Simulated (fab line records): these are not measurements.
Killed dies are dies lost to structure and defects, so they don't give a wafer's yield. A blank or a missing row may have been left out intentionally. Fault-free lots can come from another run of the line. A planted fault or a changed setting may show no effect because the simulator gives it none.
Split-lot study / flow n5_finfet / route with 1938 steps; 7 lots, 21 wafers read

## THE SPLIT
At N5_BEOL_M1_ILD_DEP_00 (deposits SiOC from DEMS/O2, target thk 79 nm, time 15.3 s), the setting time_s was moved away from the recipe's 15.3 s on 7 of the 21 wafers read, by -11.5% to +14.4%. This setting was run at the recipe's value on the other wafers.

Between the split and the reading, the file records no step.

## THE READING
M1_ILD_THK at N5_BEOL_M1_THK_MEAS_01, in nm. Typical for fault-free wafers on this fab line: 78.8 nm, with standard deviation 1 nm.

wafer=L080.1; tool, chamber at the split=pecvd-01, 1; time_s as run, s=14.68; against the recipe=-4.1%; M1_ILD_THK, nm=75.5; against lot-mates on the recipe=-2.8
wafer=L080.2; tool, chamber at the split=pecvd-01, 0; time_s as run, s=15.3; against the recipe=recipe; M1_ILD_THK, nm=78.3; against lot-mates on the recipe=-
wafer=L080.3; tool, chamber at the split=pecvd-01, 2; time_s as run, s=14.68; against the recipe=-4.1%; M1_ILD_THK, nm=75.0; against lot-mates on the recipe=-3.3
wafer=L081.2; tool, chamber at the split=pecvd-02, 0; time_s as run, s=15.3; against the recipe=recipe; M1_ILD_THK, nm=78.8; against lot-mates on the recipe=-
wafer=L081.5; tool, chamber at the split=pecvd-02, 2; time_s as run, s=15.3; against the recipe=recipe; M1_ILD_THK, nm=79.4; against lot-mates on the recipe=-
wafer=L081.6; tool, chamber at the split=pecvd-02, 1; time_s as run, s=15.3; against the recipe=recipe; M1_ILD_THK, nm=79.2; against lot-mates on the recipe=-
wafer=L083.4; tool, chamber at the split=pecvd-01, 1; time_s as run, s=15.3; against the recipe=recipe; M1_ILD_THK, nm=79.7; against lot-mates on the recipe=-
wafer=L083.5; tool, chamber at the split=pecvd-01, 2; time_s as run, s=15.3; against the recipe=recipe; M1_ILD_THK, nm=77.9; against lot-mates on the recipe=-
wafer=L083.6; tool, chamber at the split=pecvd-01, 0; time_s as run, s=13.54; against the recipe=-11.5%; M1_ILD_THK, nm=68.8; against lot-mates on the recipe=-10.0
wafer=L084.1; tool, chamber at the split=pecvd-01, 2; time_s as run, s=16.19; against the recipe=+5.8%; M1_ILD_THK, nm=82.8; against lot-mates on the recipe=+3.2
wafer=L084.4; tool, chamber at the split=pecvd-01, 1; time_s as run, s=15.3; against the recipe=recipe; M1_ILD_THK, nm=79.6; against lot-mates on the recipe=-
wafer=L084.6; tool, chamber at the split=pecvd-01, 0; time_s as run, s=16.19; against the recipe=+5.8%; M1_ILD_THK, nm=82.6; against lot-mates on the recipe=+3.0
wafer=L086.1; tool, chamber at the split=pecvd-01, 0; time_s as run, s=15.3; against the recipe=recipe; M1_ILD_THK, nm=77.0; against lot-mates on the recipe=-
wafer=L086.3; tool, chamber at the split=pecvd-01, 1; time_s as run, s=16.2; against the recipe=+5.9%; M1_ILD_THK, nm=82.7; against lot-mates on the recipe=+4.5
wafer=L086.5; tool, chamber at the split=pecvd-01, 1; time_s as run, s=15.3; against the recipe=recipe; M1_ILD_THK, nm=79.4; against lot-mates on the recipe=-
wafer=L093.2; tool, chamber at the split=pecvd-04, 0; time_s as run, s=15.3; against the recipe=recipe; M1_ILD_THK, nm=76.5; against lot-mates on the recipe=-
wafer=L093.3; tool, chamber at the split=pecvd-04, 2; time_s as run, s=15.3; against the recipe=recipe; M1_ILD_THK, nm=76.8; against lot-mates on the recipe=-
wafer=L093.5; tool, chamber at the split=pecvd-04, 2; time_s as run, s=17.5; against the recipe=+14.4%; M1_ILD_THK, nm=88.1; against lot-mates on the recipe=+11.4
wafer=L095.3; tool, chamber at the split=pecvd-01, 0; time_s as run, s=15.3; against the recipe=recipe; M1_ILD_THK, nm=78.9; against lot-mates on the recipe=-
wafer=L095.4; tool, chamber at the split=pecvd-01, 2; time_s as run, s=15.3; against the recipe=recipe; M1_ILD_THK, nm=78.5; against lot-mates on the recipe=-
wafer=L095.6; tool, chamber at the split=pecvd-01, 0; time_s as run, s=15.3; against the recipe=recipe; M1_ILD_THK, nm=79.7; against lot-mates on the recipe=-

FIT RESULTS
A straight line over all 21 wafers: M1_ILD_THK changes by +0.74 nm for each +1% of time_s; r = +0.97; the points scatter about the line by 0.99 nm.
The same after taking each lot's own level away (the mean of its wafers on the recipe; 21 wafers): +0.778 nm for each +1%; r = +0.98; scatter 0.74 nm.
On that fit, the largest move of time_s shifts the reading by 11 nm.
Across the lots, their own levels run from 76.65 to 79.60 nm, a range of 2.9 times the standard deviation given above.
So the lot-to-lot level changes the slope little: the two slopes agree.
Check: with one of the wafers moved furthest among these (+14.4%) left out of the fit, the line predicts +10.7 nm for it against its lot-mates. Against them it came out at +11.4 nm.

## THESE WAFERS: OTHER SPLITS
Other splits were also applied to these wafers ahead of the reading. Each is held against what the fit with the lots' levels taken away leaves over:
other split on the same wafers=N5_MOL_CONTACT_COAG_ETCH_106 source_w; wafers away from the commonest value=9; r with M1_ILD_THK (lot level and that fit taken away)=-0.19
other split on the same wafers=N5_BEOL_M0_SAQP_COAT_08 spin_rpm; wafers away from the commonest value=8; r with M1_ILD_THK (lot level and that fit taken away)=+0.00
other split on the same wafers=N5_BEOL_M0_CUTY_ETCH_63 source_w; wafers away from the commonest value=6; r with M1_ILD_THK (lot level and that fit taken away)=+0.03

## THE WHOLE CHAIN: every reading that the file lists as answering this split, in the file's order
step=N5_BEOL_M1_ILD_DEP_00; what it does=deposits SiOC from DEMS/O2, target thk 79 nm, time 15.3 s; reading=SiOC_of_BEOL_M1_ILD_DEP_00.thk_nm (the simulator's own value, which no gauge read); change (the file's fit)=+0.799 nm for each +1% of the setting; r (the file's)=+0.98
step=N5_BEOL_M1_THK_MEAS_01; what it does=; reading=M1_ILD_THK; change (the file's fit)=+0.795 for each +1% of the setting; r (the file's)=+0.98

## THE FILE'S OWN FIT
M1_ILD_THK changes by +0.795 nm for each +1% of time_s, r = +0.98.
